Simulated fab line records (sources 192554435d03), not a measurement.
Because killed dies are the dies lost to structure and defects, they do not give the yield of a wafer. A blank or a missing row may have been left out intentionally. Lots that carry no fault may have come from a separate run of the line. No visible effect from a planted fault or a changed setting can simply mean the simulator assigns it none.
Split-lot study :: flow n5 finfet :: 39 wafers read from 7 lots, route of 1938 steps

THE SPLIT
At N5_MOL_CONTACT_COAG_ETCH_110 (etches Si in CF4/O2, target depth 2.5 nm, time 8 s), the setting bias w was moved away from the recipe's 12 W on 9 of the 39 wafers read, by -7.6% to +14.7%. The other wafers ran this setting at the recipe's value.

The reading comes from the split's own step.

THE READING
rf vpp V, in V, at N5_MOL_CONTACT_COAG_ETCH_110 (etches Si in CF4/O2, target depth 2.5 nm, time 8 s). A value of 129.1 V with a standard deviation of 2.2 V is what fault-free wafers of this fab line usually give.

wafer: L075.1
tool, chamber at the split: rie diel-01, 3
bias w as run, W: 12
against the recipe: recipe
rf vpp V, V: 132.1
against lot-mates on the recipe: -

wafer: L075.2
tool, chamber at the split: rie diel-01, 0
bias w as run, W: 12
against the recipe: recipe
rf vpp V, V: 131.0
against lot-mates on the recipe: -

wafer: L075.3
tool, chamber at the split: rie diel-01, 2
bias w as run, W: 12
against the recipe: recipe
rf vpp V, V: 129.1
against lot-mates on the recipe: -

wafer: L075.4
tool, chamber at the split: rie diel-01, 3
bias w as run, W: 12
against the recipe: recipe
rf vpp V, V: 131.0
against lot-mates on the recipe: -

wafer: L075.5
tool, chamber at the split: rie diel-01, 0
bias w as run, W: 12
against the recipe: recipe
rf vpp V, V: 127.1
against lot-mates on the recipe: -

wafer: L075.6
tool, chamber at the split: rie diel-01, 2
bias w as run, W: 12
against the recipe: recipe
rf vpp V, V: 127.9
against lot-mates on the recipe: -

wafer: L076.1
tool, chamber at the split: rie diel-03, 1
bias w as run, W: 13.77
against the recipe: +14.7%
rf vpp V, V: 147.6
against lot-mates on the recipe: +20.1

wafer: L076.2
tool, chamber at the split: rie diel-03, 3
bias w as run, W: 13.77
against the recipe: +14.7%
rf vpp V, V: 146.6
against lot-mates on the recipe: +19.1

wafer: L076.3
tool, chamber at the split: rie diel-03, 0
bias w as run, W: 12
against the recipe: recipe
rf vpp V, V: 126.2
against lot-mates on the recipe: -

wafer: L076.4
tool, chamber at the split: rie diel-03, 2
bias w as run, W: 12
against the recipe: recipe
rf vpp V, V: 130.7
against lot-mates on the recipe: -

wafer: L076.5
tool, chamber at the split: rie diel-03, 0
bias w as run, W: 12
against the recipe: recipe
rf vpp V, V: 125.6
against lot-mates on the recipe: -

wafer: L076.6
tool, chamber at the split: rie diel-03, 3
bias w as run, W: 13.77
against the recipe: +14.7%
rf vpp V, V: 145.4
against lot-mates on the recipe: +17.9

wafer: L078.1
tool, chamber at the split: rie diel-03, 3
bias w as run, W: 12
against the recipe: recipe
rf vpp V, V: 130.5
against lot-mates on the recipe: -

wafer: L078.2
tool, chamber at the split: rie diel-03, 0
bias w as run, W: 12
against the recipe: recipe
rf vpp V, V: 126.8
against lot-mates on the recipe: -

wafer: L078.3
tool, chamber at the split: rie diel-03, 2
bias w as run, W: 12
against the recipe: recipe
rf vpp V, V: 131.5
against lot-mates on the recipe: -

wafer: L078.4
tool, chamber at the split: rie diel-03, 1
bias w as run, W: 12
against the recipe: recipe
rf vpp V, V: 131.5
against lot-mates on the recipe: -

wafer: L078.5
tool, chamber at the split: rie diel-03, 2
bias w as run, W: 12
against the recipe: recipe
rf vpp V, V: 132.1
against lot-mates on the recipe: -

wafer: L078.6
tool, chamber at the split: rie diel-03, 1
bias w as run, W: 12
against the recipe: recipe
rf vpp V, V: 131.2
against lot-mates on the recipe: -

wafer: L081.1
tool, chamber at the split: rie diel-05, 3
bias w as run, W: 12
against the recipe: recipe
rf vpp V, V: 123.6
against lot-mates on the recipe: -

wafer: L081.2
tool, chamber at the split: rie diel-05, 2
bias w as run, W: 11.09
against the recipe: -7.6%
rf vpp V, V: 120.6
against lot-mates on the recipe: -3.6

wafer: L081.3
tool, chamber at the split: rie diel-05, 1
bias w as run, W: 11.09
against the recipe: -7.6%
rf vpp V, V: 119.2
against lot-mates on the recipe: -5.0

wafer: L081.4
tool, chamber at the split: rie diel-05, 1
bias w as run, W: 12
against the recipe: recipe
rf vpp V, V: 126.7
against lot-mates on the recipe: -

wafer: L081.5
tool, chamber at the split: rie diel-05, 2
bias w as run, W: 11.09
against the recipe: -7.6%
rf vpp V, V: 120.9
against lot-mates on the recipe: -3.3

wafer: L081.6
tool, chamber at the split: rie diel-05, 3
bias w as run, W: 12
against the recipe: recipe
rf vpp V, V: 122.3
against lot-mates on the recipe: -

wafer: L082.1
tool, chamber at the split: rie diel-01, 1
bias w as run, W: 12
against the recipe: recipe
rf vpp V, V: 128.0
against lot-mates on the recipe: -

wafer: L082.2
tool, chamber at the split: rie diel-01, 3
bias w as run, W: 12
against the recipe: recipe
rf vpp V, V: 131.1
against lot-mates on the recipe: -

wafer: L082.3
tool, chamber at the split: rie diel-01, 0
bias w as run, W: 13.2
against the recipe: +10.0%
rf vpp V, V: 139.2
against lot-mates on the recipe: +9.9

wafer: L082.4
tool, chamber at the split: rie diel-01, 2
bias w as run, W: 13.2
against the recipe: +10.0%
rf vpp V, V: 138.5
against lot-mates on the recipe: +9.2

wafer: L082.5
tool, chamber at the split: rie diel-01, 0
bias w as run, W: 12
against the recipe: recipe
rf vpp V, V: 128.8
against lot-mates on the recipe: -

wafer: L082.6
tool, chamber at the split: rie diel-01, 3
bias w as run, W: 13.2
against the recipe: +10.0%
rf vpp V, V: 140.5
against lot-mates on the recipe: +11.2

wafer: L085.2
tool, chamber at the split: rie diel-03, 2
bias w as run, W: 12
against the recipe: recipe
rf vpp V, V: 132.1
against lot-mates on the recipe: -

wafer: L085.5
tool, chamber at the split: rie diel-03, 3
bias w as run, W: 12
against the recipe: recipe
rf vpp V, V: 129.0
against lot-mates on the recipe: -

wafer: L085.6
tool, chamber at the split: rie diel-03, 2
bias w as run, W: 12
against the recipe: recipe
rf vpp V, V: 130.5
against lot-mates on the recipe: -

wafer: L086.1
tool, chamber at the split: rie diel-01, 0
bias w as run, W: 12
against the recipe: recipe
rf vpp V, V: 128.9
against lot-mates on the recipe: -

wafer: L086.2
tool, chamber at the split: rie diel-01, 3
bias w as run, W: 12
against the recipe: recipe
rf vpp V, V: 131.2
against lot-mates on the recipe: -

wafer: L086.3
tool, chamber at the split: rie diel-01, 1
bias w as run, W: 12
against the recipe: recipe
rf vpp V, V: 126.3
against lot-mates on the recipe: -

wafer: L086.4
tool, chamber at the split: rie diel-01, 2
bias w as run, W: 12
against the recipe: recipe
rf vpp V, V: 129.6
against lot-mates on the recipe: -

wafer: L086.5
tool, chamber at the split: rie diel-01, 1
bias w as run, W: 12
against the recipe: recipe
rf vpp V, V: 127.0
against lot-mates on the recipe: -

wafer: L086.6
tool, chamber at the split: rie diel-01, 2
bias w as run, W: 12
against the recipe: recipe
rf vpp V, V: 128.1
against lot-mates on the recipe: -

THE FIT
A straight line over all 39 wafers: rf vpp V changes by +1.15 V for each +1% of bias w; r = +0.93; the points scatter about the line by 2.3 V.
The same after taking each lot's own level away (the mean of its wafers on the recipe; 39 wafers): +1.07 V for each +1%; r = +0.94; scatter 2.1 V.
The reading moves by 16 V for the largest change in bias w, on that fit.
Across the lots, their own levels run from 124.20 to 130.60 V, a range of 2.9 times the standard deviation given above.
Hence the lot-to-lot level has little effect on the slope; both slopes agree.
Check: for one of the wafers moved furthest among these (+14.7%), held out of the fit, the line's prediction against its lot-mates is +15.5 V. It came out at +20.1 V against them.
Tool readings at the split's step, against how far the setting was moved: rf vpp V r = +0.93.

THESE WAFERS: OTHER SPLITS
These wafers also went through other splits before the reading. Each is held against what the fit with the lots' levels taken away leaves over:
other split on the same wafers: N5_HKMG_FIN_ETCH_32 target depth a
wafers away from the commonest value: 15
r with rf vpp V (lot level and that fit taken away): +0.28

FILE'S OWN FIT
rf vpp V changes by +1.1 V for each +1% of bias w, r = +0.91.
